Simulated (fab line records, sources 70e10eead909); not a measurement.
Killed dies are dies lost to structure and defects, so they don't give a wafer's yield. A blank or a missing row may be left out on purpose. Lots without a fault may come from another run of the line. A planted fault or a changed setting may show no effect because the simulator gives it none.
fab line records | flow nand_harc
record lots=5 wafers=15 last_day=33
route steps=1302 shown A_STAIRCASE@830
lots that met no fault: from a run of the same line without faults
start_h: hours from the record's first day to the start of the lot's first wafer shown | wait_h: hours since the lot's step before | " the same as in the row above | L1.1+2: a row that stands for several wafers | - no value, or no start given | * or withheld: withheld | < > ~ a bound
route shown NAME@n: a module of which the file shows steps, and the number in the route of the first | usual: mean/standard deviation of fault-free wafers | same: alike in all rows | chamber/n: place in a boat | sites: the reading at each site | _std_site: their standard deviation | _edge_site: outer sites' mean less inner sites' | radius_mm: how far each site lies from the wafer's centre | mask NAME#n: copy n | behind: the tool/chamber that last shaped the wafer | hold: why the lot was held/for how many hours/how that ended | device: the transistor (n, p or np) that didn't switch | end of line: the same wafers' tests at the end of the route | a step without rows: its recipe alone | killed: dies lost to structure and defects at the first sort, not the wafer's yield | map: a wafer's dies, x killed, . not, _ none there
set.NAME: the setting as run; set.NAME@STEP: as run at that earlier step | model.NAME: the simulator's own value behind a step, which no gauge read
lots at some steps of the route; a table a step, a row a wafer
services: from which hour (start_h, from the record's first day; less than 0 if before it) a tool's chamber was out of use, for how many hours, and why
## steps
# step NHARC_A_STAIRCASE_DESCUM_312
# recipe time_s=3 o2_flow_sccm=200 ar_flow_sccm=0 bias_power_w=0 chemistry=O2
# usual chamber_pressure_mTorr=60.00/0.13 drypump_motor_current_A=5.6/0.64 oes_product_au=0.999/0.011 rf_vpp_V=57.9/0.91 showerhead_plenum_p_Torr=1.90/0.06 throttle_valve_pct=11.311/0.009
# columns lot.wafer tool chamber start_h wait_h chamber_pressure_mTorr drypump_motor_current_A oes_product_au rf_hours_counter_h rf_vpp_V showerhead_plenum_p_Torr throttle_valve_pct
L966.2 rie_diel-13 3 435.45 - 59.91 5.3 1.026 24 58.9 1.98 11.309
L966.4 " 1 " " 59.92 5.0 0.990 28 58.8 1.94 11.308
L966.5 " 2 " " 59.97 6.3 1.007 - 58.2 1.94 11.318
L975.4 rie_diel-13 3 529.38 - 59.96 5.3 1.003 0 58.4 1.97 11.311
L975.2 " 1 " " 60.07 5.0 0.989 0 58.8 1.93 11.324
L975.5 " 3 " " 59.99 5.3 1.008 - 57.5 1.97 11.301
L979.2 rie_diel-13 1 553.77 - 59.97 5.0 0.987 7 58.0 1.93 11.300
L979.4 " 2 " " 59.94 6.3 1.005 8 57.2 1.93 11.313
L979.6 " 2 " " 60.00 6.3 1.014 - 57.0 1.93 11.304
L985.1 rie_diel-11 2 601.70 - 60.04 6.5 1.004 50 56.9 1.90 11.321
L985.6 " 3 " " 59.98 4.8 0.984 - 57.7 1.77 11.306
L985.5 " 0 " " 59.92 5.1 1.001 - 56.2 1.87 11.316
L984.3 rie_diel-13 1 606.13 - 59.99 5.0 0.993 24 58.2 1.92 11.314
L984.6 " 0 " " 59.98 5.6 1.006 - 57.7 1.88 11.287
L984.4 " 1 " " 59.88 5.0 0.998 - 59.6 1.92 11.316
# step NHARC_A_STAIRCASE_ETCH_313
# recipe cf4_flow_sccm=100 chf3_flow_sccm=30 ar_flow_sccm=0 rf_w=500 bias_w=200 chemistry=CF4/CHF3
# usual chamber_pressure_mTorr=25.000/0.021 drypump_motor_current_A=5.7/0.63 oes_product_au=0.928/0.013 rf_fwd_power_W=496.9/1.8 rf_vpp_V=370.4/1.7 showerhead_plenum_p_Torr=1.56/0.045 throttle_valve_pct=16.803/0.0095
# columns lot.wafer tool chamber start_h wait_h chamber_pressure_mTorr drypump_motor_current_A oes_product_au rf_fwd_power_W rf_hours_counter_h rf_vpp_V showerhead_plenum_p_Torr throttle_valve_pct
L966.2 rie_diel-13 2 435.53 0.1 25.010 6.3 0.936 498.0 27 371.4 1.59 16.795
L966.4 " 3 " " 25.010 5.3 0.942 496.7 24 371.5 1.62 16.798
L966.5 " 3 " " 25.007 5.4 0.944 492.1 - 372.4 1.62 16.795
L975.4 rie_diel-13 1 529.47 0.1 24.950 4.9 0.969 495.0 0 371.1 1.58 16.812
L975.2 " 2 " " 25.010 6.3 0.974 499.7 0 372.8 1.59 16.778
L975.5 " 1 " " 24.998 4.9 0.956 497.1 - 370.7 1.58 16.807
L979.4 rie_diel-13 3 553.87 0.1 24.991 5.3 0.930 497.6 8 373.4 1.61 16.821
L979.2 " 1 " " 24.977 4.9 0.900 494.2 7 371.5 1.58 16.801
L979.6 " 2 " " 25.013 6.3 0.932 497.4 - 371.8 1.59 16.806
L985.1 rie_diel-11 2 601.77 0.1 25.026 6.5 0.924 496.9 50 372.1 1.56 16.802
L985.5 " 1 " " 25.004 6.2 0.928 493.9 - 367.4 1.52 16.811
L985.6 " 2 " " 24.978 6.5 0.923 494.6 - 371.4 1.56 16.806
L984.3 rie_diel-13 2 606.37 0.2 25.001 6.3 0.926 499.1 23 370.7 1.58 16.786
L984.6 " 1 " " 24.992 4.9 0.924 495.8 - 369.7 1.58 16.803
L984.4 " 0 " " 24.951 5.6 0.922 496.8 - 370.7 1.55 16.809
# step NHARC_A_STAIRCASE_HM_OPEN_463
# recipe o2_flow_sccm=400 cos_flow_sccm=20 ar_flow_sccm=0 rf_w=500 bias_w=300 chemistry=O2/COS
# usual chamber_pressure_mTorr=19.997/0.018 drypump_motor_current_A=5.7/0.63 oes_product_au=1.002/0.011 rf_fwd_power_W=498.9/1.5 rf_vpp_V=466.6/2.1 showerhead_plenum_p_Torr=3.09/0.091 throttle_valve_pct=28.329/0.0095
# columns lot.wafer tool chamber start_h wait_h chamber_pressure_mTorr drypump_motor_current_A oes_product_au rf_fwd_power_W rf_hours_counter_h rf_vpp_V showerhead_plenum_p_Torr throttle_valve_pct
L966.4 rie_diel-13 3 - - 19.989 5.3 1.002 500.3 24 469.2 3.22 28.340
L966.2 " 0 " " 19.976 5.6 0.991 497.7 26 467.0 3.10 28.332
L966.5 " 0 " " 20.011 5.6 0.990 498.1 - 467.2 3.10 28.331
L975.2 rie_diel-13 1 - - 20.014 5.0 0.989 499.3 0 467.0 3.14 28.335
L975.4 " 2 " " 19.989 6.3 1.000 497.9 0 467.5 3.15 28.342
L975.5 " 2 " " 20.002 6.3 0.988 497.4 - 467.2 3.15 28.326
L979.2 rie_diel-13 0 - - 20.008 5.6 1.002 497.1 7 466.3 3.08 28.325
L979.4 " 2 " " 20.000 6.4 1.011 499.2 8 468.6 3.15 28.334
L979.6 " 1 " " 19.994 5.0 0.988 498.4 - 468.0 3.14 28.336
L985.1 rie_diel-11 3 - - 19.973 4.8 0.976 499.2 47 461.5 2.90 28.324
L985.5 " 2 " " 19.967 6.5 1.004 498.9 - 464.3 3.09 28.329
L985.6 " 3 " " 20.015 4.8 0.989 500.3 - 464.3 2.90 28.328
L984.3 rie_diel-13 2 - - 20.021 6.3 1.013 498.7 23 466.5 3.14 28.319
L984.6 " 0 " " 19.981 5.6 0.994 496.2 - 466.6 3.07 28.337
L984.4 " 2 " " 20.003 6.3 1.013 497.2 - 466.5 3.14 28.345
# step NHARC_A_STAIRCASE_STRIP_464
# recipe o2_flow_sccm=400 cos_flow_sccm=20 ar_flow_sccm=0 bias_w=0 chemistry=O2/COS
# step NHARC_A_STAIRCASE_ETCH_453
# recipe target_depth_a=300 overetch_a=30 time_s=16.5 ion_energy_ev=100 cf4_flow_sccm=80 o2_flow_sccm=20 ar_flow_sccm=0 rf_w=300 bias_w=100 chemistry=CF4/O2
# usual chamber_pressure_mTorr=29.999/0.027 drypump_motor_current_A=5.7/0.64 oes_product_au=1.001/0.012 rf_fwd_power_W=293.8/1.6 rf_vpp_V=197.7/1.2 showerhead_plenum_p_Torr=1.33/0.043 throttle_valve_pct=13.396/0.0082
# columns lot.wafer tool chamber start_h wait_h chamber_pressure_mTorr drypump_motor_current_A oes_product_au rf_fwd_power_W rf_hours_counter_h rf_vpp_V showerhead_plenum_p_Torr throttle_valve_pct
L966.4 rie_diel-13 1 - - 29.977 5.0 0.987 292.4 29 197.2 1.35 13.387
L966.2 " 2 " " 29.985 6.3 1.017 295.8 27 199.3 1.35 13.394
L966.5 " 2 " " 30.017 6.3 1.014 296.5 - 197.6 1.35 13.399
L975.2 rie_diel-13 3 - - 29.994 5.3 1.014 291.1 0 199.0 1.37 13.398
L975.4 " 1 " " 30.067 5.0 0.995 292.4 0 197.6 1.34 13.401
L975.5 " 3 " " 29.998 5.3 1.018 293.5 - 196.8 1.37 13.395
L979.4 rie_diel-13 2 - - 29.961 6.3 1.013 296.3 8 198.4 1.35 13.411
L979.2 " 3 " " 30.035 5.4 1.009 293.4 8 198.8 1.37 13.407
L979.6 " 2 " " 30.005 6.3 0.994 294.5 - 198.3 1.35 13.389
L985.1 rie_diel-11 2 - - 29.975 6.5 0.999 293.0 50 196.7 1.32 13.391
L985.6 " 3 " " 30.009 4.8 0.987 292.1 - 196.8 1.24 13.389
L985.5 " 0 " " 30.002 5.1 1.002 295.4 - 197.1 1.31 13.399
L984.3 rie_diel-13 3 - - 29.970 5.3 1.000 292.3 24 199.9 1.37 13.406
L984.4 " 0 " " 29.966 5.6 0.988 291.9 25 196.6 1.31 13.403
L984.6 " 2 " " 30.017 6.3 1.002 295.9 - 198.0 1.34 13.394
# step NHARC_A_STAIRCASE_ETCH_315
# recipe target_depth_a=25000 time_s=607.1 ion_energy_ev=800 c4f8_flow_sccm=80 o2_flow_sccm=60 ar_flow_sccm=withheld rf_w=600 bias_w=3000 chemistry=C4F8/O2/Ar
# step NHARC_A_STAIRCASE_STRIP_316
# recipe o2_flow_sccm=500 ar_flow_sccm=0 bias_w=0 chemistry=O2
# usual chamber_pressure_mTorr=60.00/0.058 drypump_motor_current_A=5.7/0.63 oes_product_au=0.999/0.01 rf_vpp_V=57.6/0.88 showerhead_plenum_p_Torr=3.50/0.11 throttle_valve_pct=17.036/0.0094
# columns lot.wafer tool chamber start_h wait_h chamber_pressure_mTorr drypump_motor_current_A oes_product_au rf_hours_counter_h rf_vpp_V showerhead_plenum_p_Torr throttle_valve_pct
L966.4 rie_diel-13 3 - - 59.95 5.3 1.013 25 58.6 3.64 17.022
L966.2 " 1 " " 60.01 5.0 0.993 29 57.1 3.57 17.036
L966.5 " 3 " " 60.02 5.4 1.005 - 56.1 3.64 17.044
L975.2 rie_diel-13 0 - - 59.98 5.6 0.989 0 56.0 3.49 17.042
L975.4 " 1 " " 60.01 4.9 0.983 0 58.0 3.55 17.047
L975.5 " 3 " " 60.03 5.3 1.007 - 56.6 3.62 17.040
L979.2 rie_diel-13 3 - - 59.85 5.3 1.006 9 57.1 3.62 17.024
L979.4 " 1 " " 59.98 4.9 0.970 7 58.3 3.55 17.035
L979.6 " 2 " " 59.97 6.3 0.999 - 56.1 3.56 17.029
L985.1 rie_diel-11 3 - - 60.03 4.8 0.984 48 56.4 3.28 17.052
L985.6 " 2 " " 60.05 6.5 1.010 - 58.3 3.50 17.028
L985.5 " 3 " " 60.03 4.8 0.992 - 57.7 3.28 17.044
L984.4 rie_diel-13 1 - - 60.06 5.0 0.997 25 57.1 3.54 17.019
L984.3 " 2 " " 59.89 6.3 1.010 24 59.3 3.55 17.039
L984.6 " 1 " " 59.94 5.0 0.991 - 57.1 3.54 17.020
# step NHARC_A_STAIRCASE_STRIP_317
# recipe time_s=900 temp_c=130 chemistry=SPM
# step NHARC_A_STAIRCASE_PRECLEAN_318
# recipe time_s=* temp_c=50 bath_age_min=0 chemistry=SC1
# step NHARC_A_STAIRCASE_SRD_329
# step NHARC_A_STAIRCASE_ALD_415
# recipe target_thk_a=300 pulse_time_s=6 ald_cycles=300 temp_c=300 material=SiO2
# step NHARC_A_STAIRCASE_ETCHBACK_416
# recipe target_depth_a=360 time_s=7.2 c4f8_flow_sccm=withheld o2_flow_sccm=8 ar_flow_sccm=withheld rf_w=600 bias_w=800 chemistry=C4F8/O2/Ar
# usual chamber_pressure_mTorr=24.996/0.024 oes_product_au=0.930/0.019 rf_fwd_power_W=586.3/2.6 rf_vpp_V=722/3.2
# columns lot.wafer tool chamber start_h wait_h chamber_pressure_mTorr oes_product_au rf_fwd_power_W rf_hours_counter_h rf_vpp_V
L966.2 rie_diel-13 2 441.45 - 25.011 0.930 592.4 32 725
L966.4 " 2 " " 25.024 0.929 591.0 - 724
L966.5 " 0 " " 25.017 0.930 583.5 - 723
L975.2 rie_diel-13 0 533.29 - 24.976 0.787 585.7 1 722
L975.4 " 3 " " 25.001 0.935 585.5 1 725
L975.5 " 1 " " 25.003 0.914 587.2 - 723
L979.2 rie_diel-09 3 557.71 - 25.045 0.927 586.8 22 720
L979.4 " 0 " " 25.041 0.939 589.4 22 720
L979.6 " 3 " " 24.980 0.932 587.8 - 719
L985.1 rie_diel-13 0 606.18 - 24.950 0.910 587.5 24 721
L985.6 " 0 " " 24.976 0.918 587.3 - 724
L985.5 " 2 " " 25.011 0.924 592.4 - 723
L984.3 rie_diel-09 2 612.42 - 25.029 0.931 585.7 40 718
L984.4 " 3 " " 24.997 0.919 585.9 42 718
L984.6 " 2 " " 25.034 0.924 584.0 - 720
# step NHARC_A_STAIRCASE_STRIP_476
# recipe time_s=20 o2_flow_sccm=500 ar_flow_sccm=0 bias_w=0 chemistry=O2
## services
# columns tool chamber start_h hours kind
rie_diel-13 0 425.60 - clean
rie_diel-13 1 425.60 - clean
rie_diel-13 2 425.60 - clean
rie_diel-13 3 425.60 - clean
rie_diel-11 - 433.52 9.0 pm
rie_diel-13 0 450.10 - clean
rie_diel-13 1 450.10 - clean
rie_diel-13 2 450.10 - clean
rie_diel-13 3 450.10 - clean
rie_diel-13 2 458.66 13.8 repair
rie_diel-13 0 475.02 - clean
rie_diel-13 1 475.02 - clean
rie_diel-13 2 475.02 - clean
rie_diel-13 3 475.02 - clean
rie_diel-09 3 489.26 9.1 repair
rie_diel-09 - 497.16 9.0 pm
rie_diel-13 0 499.73 - clean
rie_diel-13 1 499.73 - clean
rie_diel-13 2 499.73 - clean
rie_diel-11 1 505.11 6.3 repair
rie_diel-11 3 508.59 2.6 repair
rie_diel-13 - 520.04 9.0 pm
rie_diel-09 2 577.28 8.8 repair
rie_diel-11 - 610.62 9.0 pm
## key
first_sign step=NHARC_A_STAIRCASE_ETCHBACK_416 reading=oes_product_au direction=down sigmas=7.4 usual=0.930 struck=0.787
effect none on later readings
met_at NHARC_A_STAIRCASE_ETCHBACK_416
struck_wafers L975.2
later_rows_left_out L975.2
sort_left_out L975.2
tester_left_out L975
onset_between 441.45 533.29
fault kind=process_parameter_drift tool=rie_diel-13 chamber=0 onset_h=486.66 steps=NHARC_A_STAIRCASE_ETCHBACK_416 channel=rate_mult offset=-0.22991 shape=step end_h=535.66
# tester_left_out: of these lots the tester's yield and bins aren't shown, on N5 and GAA mostly nor the transistor test; their killed dies are dies lost to structure and defects alone, not to doping, threshold or leakage, so they don't give the yield
# sort_left_out: the simulated sort isn't trusted on such a fault, so these wafers' sort isn't shown, and their yield isn't known
# later_rows_left_out: the simulator's readings of these wafers behind a module that went badly wrong aren't trusted and aren't shown, but for the sort
